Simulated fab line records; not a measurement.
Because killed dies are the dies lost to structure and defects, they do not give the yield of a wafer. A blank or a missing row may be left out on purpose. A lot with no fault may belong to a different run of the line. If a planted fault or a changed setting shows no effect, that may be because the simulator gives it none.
Struck lot and sound lot, side by side -- flow nand_harc -- 14 steps out of a route of 1302
Sound: the wafers L725.3, L725.4, L725.6. Wafers L724.3, L724.4, L724.5 were the ones struck. At the end, the cause is stated.
For every step that has rows: the tool of each side, followed by ch and its chambers, followed by its first start. Under that, the readings that differ: sound wafers -- struck wafers -- difference of the means -- sigmas: that difference in standard deviations of wafers without a fault.
alike: a reading whose means differ by less than 2 such deviations, as well as words and numbers matching on both sides. not compared: withheld readings; readings where some wafer has no value; bounds like >300 that might hide an equal value; numbers whose values overlap and for which the record gives no deviation.
A row with sigmas, a row that says differs or no value, or rows on one side alone: a step with any of these is where the two part. Non-overlapping numbers with no deviation appear without sigmas and do not part them. A reading missing from all wafers of one side parts the sides only when that side holds two or more wafers.

first, 7 steps without rows for these wafers: NHARC_P_STI_SRD_35; NHARC_P_STI_ETCH_36 (etches SiO2 in dHF, target depth 38.8 nm); NHARC_P_STI_STRIP_24 (strips Si3N4 in H3PO4); NHARC_P_STI_ETCH_37 (etches SiO2 in dHF, target depth 11 nm); NHARC_P_STI_PRECLEAN_38 (cleans in SC1); NHARC_P_STI_SRD_39; NHARC_P_STI_OXIDE_40 (material SiO2, target thk 10 nm, ox time 1362 s).
NHARC_P_STI_INSPECT_25:
  sound on defect_inspect-01 at day 5 03:17; struck on defect_inspect-02 at day 4 20:22
  alike: raw_defect_count
then, 3 steps without rows for these wafers: NHARC_P_GATE_ETCH_69 (etches SiO2 in dHF, target depth 14 nm); NHARC_P_GATE_PRECLEAN_70 (cleans in SC1); NHARC_P_GATE_SRD_01.
NHARC_P_GATE_OXIDE_02: material SiO2, target thk 37.5 nm, ox time 365 s.
  sound on furnace-01 ch 0, day 5 08:20; struck on furnace-01 ch 0, day 5 04:32
  alike: spike_tc_bottom_C, spike_tc_lower_C
then, 1 step without rows for these wafers: NHARC_P_GATE_DEHYDRATE_03 (time 120 s).
-- record jumps: 20 days between struck wafers' starts before vs after; left off in module P_GATE, resumes in module END, first step shown is number 1302 of the route --
NHARC_END_SORT_01:
  only the struck wafers appear in the record here, on prober-02 ch 0 at day 25 05:31; the sound ones have no rows

WHERE THEY PART
Within this record, at NHARC_END_SORT_01 only.

WHY: whatever the simulator had introduced
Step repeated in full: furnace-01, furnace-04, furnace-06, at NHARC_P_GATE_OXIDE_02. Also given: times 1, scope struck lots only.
